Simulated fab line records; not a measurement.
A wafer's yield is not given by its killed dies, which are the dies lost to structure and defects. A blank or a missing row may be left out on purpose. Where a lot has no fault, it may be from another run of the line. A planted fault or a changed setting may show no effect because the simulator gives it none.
What tool caused it?	flow n5Finfet	24 lots, 72 wafers sampled, at 6 steps of a route of 1938

## WHAT THE GAUGES SHOWED, per wafer
N5_HKMG_FIN_CD_MEAS_49 targets a cd of 202 nm. Usual: 202.3 nm for cdNm, sd 0.57.
lot	measured	on	cdNm (nm)	flag
L074	day 4 00:17	cdSem-01	203.1 202.8 203.8	
L075	day 4 04:41	cdSem-01	203.5 202.2 203.0	
L076	day 4 11:20	cdSem-01	202.7 202.3 202.8	
L077	day 4 18:42	cdSem-02	202.0 202.4 202.4	
L078	day 4 22:23	cdSem-01	202.1 202.8 202.6	
L079	day 5 07:50	cdSem-01	201.9 202.0 201.5	
L080	day 5 11:13	cdSem-01	202.5 202.4 202.7	
L081	day 5 22:54	cdSem-03	201.3 202.1 201.9	
L082	day 6 02:28	cdSem-03	201.7 201.9 201.2	
L083	day 6 04:43	cdSem-01	202.5 201.9 202.0	
L084	day 6 16:28	cdSem-03	203.7 203.2 204.2	
L085	day 6 19:30	cdSem-02	203.1 202.4 201.6	
L086	day 7 03:12	cdSem-01	202.0 201.9 202.4	
L087	day 7 08:46	cdSem-02	203.3 202.0 202.9	
L088	day 7 10:12	cdSem-02	202.0 202.5 202.1	
L089	day 7 17:35	cdSem-03	202.2 201.9 201.3	
L090	day 7 23:29	cdSem-02	202.1 202.7 202.3	
L091	day 8 03:20	cdSem-02	202.0 202.1 202.3	
L092	day 8 14:17	cdSem-01	202.1 202.8 203.1	
L093	day 8 20:05	cdSem-03	202.7 202.0 202.2	
L094	day 9 00:45	cdSem-01	202.1 202.5 202.8	
L095	day 9 11:36	cdSem-03	202.7 202.3 202.2	
L097	day 9 19:58	cdSem-01	201.9 202.1 202.3	
L096	day 9 20:35	cdSem-02	201.8 202.1 201.0	

N5_GATE_CUT_CD_MEAS_13 targets a cd of 20 nm. Usual: 20.05 nm for cdNm, sd 0.25.
lot	measured	on	cdNm (nm)	flag
L074	day 4 12:23	cdSem-03	19.45 20.15 19.94	
L075	day 4 16:27	cdSem-02	19.89 20.52 20.16	
L076	day 4 23:16	cdSem-02	19.96 19.91 20.00	
L077	day 5 07:01	cdSem-03	20.07 19.44 20.16	
L078	day 5 10:09	cdSem-01	20.10 19.51 20.20	
L079	day 5 20:28	cdSem-01	20.26 20.00 20.08	
L080	day 5 22:55	cdSem-02	20.30 20.47 20.22	
L081	day 6 10:41	cdSem-03	20.28 19.94 20.10	
L082	day 6 14:11	cdSem-02	20.27 20.32 20.05	
L083	day 6 17:19	cdSem-01	20.28 19.89 19.87	
L084	day 7 05:53	cdSem-03	20.22 20.15 20.19	
L085	day 7 09:03	cdSem-02	20.27 20.09 20.11	
L086	day 7 15:18	cdSem-02	20.14 20.04 19.49	
L087	day 7 20:52	cdSem-02	20.00 20.30 19.72	
L088	day 7 23:16	cdSem-02	19.96 20.34 19.82	
L089	day 8 05:11	cdSem-02	19.92 20.07 19.45	
L090	day 8 11:24	cdSem-03	20.13 20.29 20.04	
L091	day 8 15:26	cdSem-02	19.82 19.71 20.13	
L092	day 9 02:22	cdSem-02	20.13 19.87 20.09	
L093	day 9 08:13	cdSem-03	19.83 19.86 20.10	
L094	day 9 12:55	cdSem-02	20.08 20.47 20.29	
L095	day 9 23:01	cdSem-01	20.36 20.30 20.13	
L097	day 10 07:40	cdSem-02	19.94 19.72 19.95	
L096	day 10 08:19	cdSem-01	20.45 20.07 20.03	

## WHAT TOOL EACH LOT RAN ON (gives the tool, then ch and the chambers of the sampled wafers, and finally the start)
lot	N5_HKMG_FIN_STRIP_69	N5_GATE_CUT_ETCHBACK_00	N5_GATE_CUT_ETCH_58	N5_GATE_CUT_STRIP_59
L074	plasmaAsher-02 ch 0,1, day 4 06:50	rieMetal-03 ch 0,1, day 4 08:35	rieDiel-02 ch 0,2,3, day 4 09:04	rieDiel-02 ch 0,2,3, day 4 09:10
L075	plasmaAsher-01 ch 1, day 4 10:58	rieMetal-02 ch 1, day 4 12:38	rieDiel-03 ch 0,1, day 4 13:03	rieDiel-03 ch 0,1, day 4 13:09
L076	plasmaAsher-02 ch 0,1, day 4 17:31	rieMetal-03 ch 1, day 4 19:11	rieDiel-02 ch 0,2, day 4 19:53	rieDiel-02 ch 0,2, day 4 19:59
L077	plasmaAsher-01 ch 0,1, day 5 00:55	rieMetal-02 ch 0,1, day 5 02:30	rieDiel-02 ch 2,3, day 5 02:46	rieDiel-02 ch 2,3, day 5 02:52
L078	plasmaAsher-01 ch 0,1, day 5 04:44	rieMetal-01 ch 0, day 5 06:29	rieDiel-04 ch 1,2,3, day 5 06:46	rieDiel-04 ch 1,2,3, day 5 06:52
L079	plasmaAsher-02 ch 0,1, day 5 14:56	rieMetal-03 ch 0,1, day 5 16:55	rieDiel-03 ch 0,2,3, day 5 17:12	rieDiel-03 ch 0,2,3, day 5 17:18
L080	plasmaAsher-01 ch 0,1, day 5 17:37	rieMetal-02 ch 0,1, day 5 19:16	rieDiel-04 ch 0,1,3, day 5 19:34	rieDiel-04 ch 0,1,3, day 5 19:40
L081	plasmaAsher-01 ch 0,1, day 6 05:20	rieMetal-02 ch 0,1, day 6 07:00	rieDiel-02 ch 2,3, day 6 07:17	rieDiel-02 ch 2,3, day 6 07:23
L082	plasmaAsher-02 ch 0,1, day 6 08:48	rieMetal-02 ch 0,1, day 6 10:29	rieDiel-03 ch 0,1,3, day 6 10:49	rieDiel-03 ch 0,1,3, day 6 10:55
L083	plasmaAsher-01 ch 0,1, day 6 11:33	rieMetal-02 ch 0,1, day 6 13:22	rieDiel-04 ch 0,1, day 6 13:37	rieDiel-04 ch 0,1, day 6 13:44
L084	plasmaAsher-01 ch 0,1, day 7 00:41	rieMetal-02 ch 1, day 7 02:21	rieDiel-04 ch 0,1,2, day 7 02:38	rieDiel-04 ch 0,1,2, day 7 02:44
L085	plasmaAsher-02 ch 0,1, day 7 03:50	rieMetal-03 ch 0,1, day 7 05:29	rieDiel-03 ch 0,2, day 7 05:47	rieDiel-03 ch 0,2, day 7 05:53
L086	plasmaAsher-01 ch 0,1, day 7 10:02	rieMetal-01 ch 0, day 7 11:43	rieDiel-02 ch 0,1,2, day 7 12:00	rieDiel-02 ch 0,1,2, day 7 12:06
L087	plasmaAsher-01 ch 0,1, day 7 15:39	rieMetal-03 ch 0,1, day 7 17:19	rieDiel-04 ch 0,1,2, day 7 17:36	rieDiel-04 ch 0,1,2, day 7 17:43
L088	plasmaAsher-01 ch 0,1, day 7 17:01	rieMetal-01 ch 0,1, day 7 18:47	rieDiel-02 ch 0,1,2, day 7 19:05	rieDiel-02 ch 0,1,2, day 7 19:11
L089	plasmaAsher-02 ch 0,1, day 7 23:47	rieMetal-01 ch 0,1, day 8 01:22	rieDiel-04 ch 0,1,3, day 8 01:40	rieDiel-04 ch 0,1,3, day 8 01:45
L090	plasmaAsher-02 ch 0,1, day 8 06:05	rieMetal-02 ch 0,1, day 8 07:45	rieDiel-03 ch 1,2,3, day 8 08:07	rieDiel-03 ch 1,2,3, day 8 08:13
L091	plasmaAsher-01 ch 0,1, day 8 10:00	rieMetal-03 ch 0,1, day 8 11:40	rieDiel-02 ch 0,2,3, day 8 11:57	rieDiel-02 ch 0,2,3, day 8 12:03
L092	plasmaAsher-02 ch 0,1, day 8 20:56	rieMetal-03 ch 0,1, day 8 22:38	rieDiel-03 ch 1,2, day 8 23:07	rieDiel-03 ch 1,2, day 8 23:13
L093	plasmaAsher-01 ch 0,1, day 9 02:49	rieMetal-03 ch 0,1, day 9 04:31	rieDiel-04 ch 1,2, day 9 04:50	rieDiel-04 ch 1,2, day 9 04:56
L094	plasmaAsher-02 ch 0,1, day 9 07:31	rieMetal-03 ch 1, day 9 09:13	rieDiel-02 ch 0,1, day 9 09:30	rieDiel-02 ch 0,1, day 9 09:37
L095	plasmaAsher-02 ch 0, day 9 17:47	rieMetal-02 ch 0,1, day 9 19:27	rieDiel-04 ch 1,2, day 9 19:44	rieDiel-04 ch 1,2, day 9 19:51
L097	plasmaAsher-02 ch 0,1, day 10 02:19	rieMetal-03 ch 0,1, day 10 03:59	rieDiel-04 ch 0,3, day 10 04:17	rieDiel-04 ch 0,3, day 10 04:23
L096	plasmaAsher-01 ch 0,1, day 10 02:57	rieMetal-01 ch 0,1, day 10 04:34	rieDiel-02 ch 0,2, day 10 04:49	rieDiel-02 ch 0,2, day 10 04:56
- N5_HKMG_FIN_STRIP_69: strips in N2/H2, time 360 s.
- N5_GATE_CUT_ETCHBACK_00: etches W in SF6/Cl2.
- N5_GATE_CUT_ETCH_58: etches SiNx in CH3F/O2, target depth 17 nm, time 128.6 s.
- N5_GATE_CUT_STRIP_59: strips in N2/H2, time 20 s.

## AS READ BY THE TOOLS THEMSELVES (means over the sampled wafers that have a number; for cases with no such wafer, the mark the record gives instead)
N5_HKMG_FIN_STRIP_69. Usual: drypumpMotorCurrentA 5.7 A, standard deviation 0.32; heaterPowerW 494 W, standard deviation 48.
lot	tool	drypumpMotorCurrentA (A)	heaterPowerW (W)	flag
L074	plasmaAsher-02	5.8	513	
L075	plasmaAsher-01	6.1	536	
L076	plasmaAsher-02	5.8	515	
L077	plasmaAsher-01	5.6	459	
L078	plasmaAsher-01	5.9	493	
L079	plasmaAsher-02	5.7	517	
L080	plasmaAsher-01	5.9	501	
L081	plasmaAsher-01	5.6	461	
L082	plasmaAsher-02	5.8	520	
L083	plasmaAsher-01	5.6	459	
L084	plasmaAsher-01	5.6	457	
L085	plasmaAsher-02	5.7	509	
L086	plasmaAsher-01	5.9	493	
L087	plasmaAsher-01	5.7	451	
L088	plasmaAsher-01	5.9	502	
L089	plasmaAsher-02	5.7	525	
L090	plasmaAsher-02	5.8	522	
L091	plasmaAsher-01	5.9	491	
L092	plasmaAsher-02	5.8	509	
L093	plasmaAsher-01	5.9	493	
L094	plasmaAsher-02	5.7	522	
L095	plasmaAsher-02	5.5	511	
L097	plasmaAsher-02	5.8	521	
L096	plasmaAsher-01	5.6	459	

N5_GATE_CUT_ETCHBACK_00. Usual: drypumpMotorCurrentA 6.0 A, standard deviation 0.52; mfcCl2Sccm 60.00 sccm, standard deviation 0.19; oesProductAu 0.82 a.u., standard deviation 0.099; throttleValvePct 27.50 %, standard deviation 0.27.
lot	tool	drypumpMotorCurrentA (A)	mfcCl2Sccm (sccm)	oesProductAu (a.u.)	throttleValvePct (%)	flag
L074	rieMetal-03	6.3	59.93	0.95	27.53	
L075	rieMetal-02	6.0	60.14	0.82	27.89	
L076	rieMetal-03	6.4	60.08	0.88	27.41	
L077	rieMetal-02	5.9	59.98	0.79	27.73	
L078	rieMetal-01	4.7	60.05	0.94	27.57	
L079	rieMetal-03	6.4	59.98	0.89	27.48	
L080	rieMetal-02	5.7	60.25	0.76	27.55	
L081	rieMetal-02	5.8	59.90	0.75	27.54	
L082	rieMetal-02	5.7	60.00	0.75	27.56	
L083	rieMetal-02	5.7	59.95	0.75	27.55	
L084	rieMetal-02	6.0	60.18	0.80	27.91	
L085	rieMetal-03	6.3	60.22	0.90	27.53	
L086	rieMetal-01	4.7	59.93	0.93	27.57	
L087	rieMetal-03	6.4	59.72	0.90	27.54	
L088	rieMetal-01	5.8	60.15	0.71	27.21	
L089	rieMetal-01	5.8	59.85	0.71	27.21	
L090	rieMetal-02	5.7	60.29	0.74	27.56	
L091	rieMetal-03	6.3	60.17	0.88	27.55	
L092	rieMetal-03	6.4	60.17	0.88	27.54	
L093	rieMetal-03	6.3	60.09	0.86	27.49	
L094	rieMetal-03	6.4	59.74	0.83	27.45	
L095	rieMetal-02	5.9	60.05	0.75	27.74	
L097	rieMetal-03	6.4	60.05	0.87	27.55	
L096	rieMetal-01	5.2	59.89	0.93	27.27	

N5_GATE_CUT_ETCH_58. Usual: CH3F_flow_sccm 30.01 sccm, standard deviation 0.094; drypumpMotorCurrentA 5.7 A, standard deviation 0.42; oesProductAu 0.79 a.u., standard deviation 0.082; rfVppV 99.0 V, standard deviation 0.93; showerheadPlenumPTorr 1.99 Torr, standard deviation 0.074; throttleValvePct 16.34 %, standard deviation 0.19.
lot	tool	CH3F_flow_sccm (sccm)	drypumpMotorCurrentA (A)	oesProductAu (a.u.)	rfVppV (V)	showerheadPlenumPTorr (Torr)	throttleValvePct (%)	flag
L074	rieDiel-02	30.04	5.4	0.77	98.5	1.95	16.31	
L075	rieDiel-03	29.98	5.5	0.74	99.8	2.02	16.66	
L076	rieDiel-02	29.92	5.3	0.78	98.5	1.90	16.36	
L077	rieDiel-02	30.06	5.5	0.74	99.3	2.00	16.29	
L078	rieDiel-04	30.05	5.9	0.74	98.8	2.02	16.44	
L079	rieDiel-03	29.95	5.8	0.82	99.8	2.05	16.43	
L080	rieDiel-04	29.97	6.2	0.78	98.8	1.96	16.41	
L081	rieDiel-02	29.96	5.7	0.72	99.0	1.99	16.30	
L082	rieDiel-03	30.05	5.8	0.76	99.3	2.06	16.57	
L083	rieDiel-04	29.97	6.3	0.81	98.7	1.97	16.28	
L084	rieDiel-04	30.14	6.0	0.76	99.7	1.98	16.41	
L085	rieDiel-03	29.98	5.5	0.78	99.2	2.01	16.55	
L086	rieDiel-02	29.99	5.3	0.80	98.2	1.93	16.23	
L087	rieDiel-04	29.97	6.0	0.75	99.7	1.98	16.41	
L088	rieDiel-02	29.98	5.3	0.79	99.0	1.93	16.23	
L089	rieDiel-04	30.00	6.2	0.86	98.4	1.95	16.28	
L090	rieDiel-03	30.10	5.9	0.88	99.2	2.07	16.28	
L091	rieDiel-02	29.95	5.4	0.73	100.0	1.94	16.38	
L092	rieDiel-03	30.02	5.8	0.91	99.2	2.04	16.19	
L093	rieDiel-04	30.01	6.0	0.85	98.5	2.03	16.20	
L094	rieDiel-02	30.00	5.1	0.81	97.9	1.89	16.29	
L095	rieDiel-04	29.99	5.7	0.90	99.0	2.04	16.19	
L097	rieDiel-04	29.94	6.1	0.87	98.8	1.93	16.30	
L096	rieDiel-02	30.06	5.2	0.74	98.3	1.89	16.44	

N5_GATE_CUT_STRIP_59. Usual: drypumpMotorCurrentA 5.7 A, standard deviation 0.42; oesProductAu 0.79 a.u., standard deviation 0.085; rfVppV 45.2 V, standard deviation 0.88; showerheadPlenumPTorr 3.35 Torr, standard deviation 0.12; throttleValvePct 12.20 %, standard deviation 0.21.
lot	tool	drypumpMotorCurrentA (A)	oesProductAu (a.u.)	rfVppV (V)	showerheadPlenumPTorr (Torr)	throttleValvePct (%)	flag
L074	rieDiel-02	5.4	0.76	44.3	3.30	12.22	
L075	rieDiel-03	5.5	0.72	45.7	3.41	12.57	
L076	rieDiel-02	5.3	0.77	45.0	3.23	12.27	
L077	rieDiel-02	5.5	0.73	45.5	3.37	12.19	
L078	rieDiel-04	5.9	0.75	45.2	3.40	12.33	
L079	rieDiel-03	5.8	0.82	45.3	3.45	12.23	
L080	rieDiel-04	6.2	0.78	45.0	3.29	12.21	
L081	rieDiel-02	5.7	0.71	44.3	3.36	12.24	
L082	rieDiel-03	5.8	0.75	45.0	3.47	12.43	
L083	rieDiel-04	6.3	0.81	46.2	3.32	12.10	
L084	rieDiel-04	6.0	0.76	45.7	3.33	12.26	
L085	rieDiel-03	5.5	0.77	44.8	3.38	12.44	
L086	rieDiel-02	5.3	0.81	45.6	3.27	12.17	
L087	rieDiel-04	6.0	0.75	44.6	3.33	12.26	
L088	rieDiel-02	5.3	0.79	45.3	3.27	12.16	
L089	rieDiel-04	6.2	0.85	45.0	3.29	12.05	
L090	rieDiel-03	5.9	0.88	46.0	3.48	12.09	
L091	rieDiel-02	5.4	0.73	44.9	3.28	12.30	
L092	rieDiel-03	5.8	0.92	44.9	3.45	12.04	
L093	rieDiel-04	6.0	0.85	45.5	3.42	12.06	
L094	rieDiel-02	5.1	0.82	45.2	3.20	12.19	
L095	rieDiel-04	5.7	0.90	44.9	3.43	11.99	
L097	rieDiel-04	6.2	0.87	44.2	3.25	12.01	
L096	rieDiel-02	5.3	0.74	44.6	3.21	12.37	

## THE ANSWER, worked out from the rows above alone
Rule: take the mean of a lot's wafers that have a number; if it is more than 3 standard deviations from the usual mean, the lot is off. Also off: a lot with no number at a reading for which 4 or more lots have one. Any other lot the step has rows for is counted as sound. First the gauges in route order, then the tools' own readings, where a lot's mean is used as printed above. At the first step where some lot is off, the reading lying furthest off is the one used; lots without a number count as furthest.
No lot is off at any reading shown: from this, nothing can be told.

## WHAT THE SIMULATOR PUT IN
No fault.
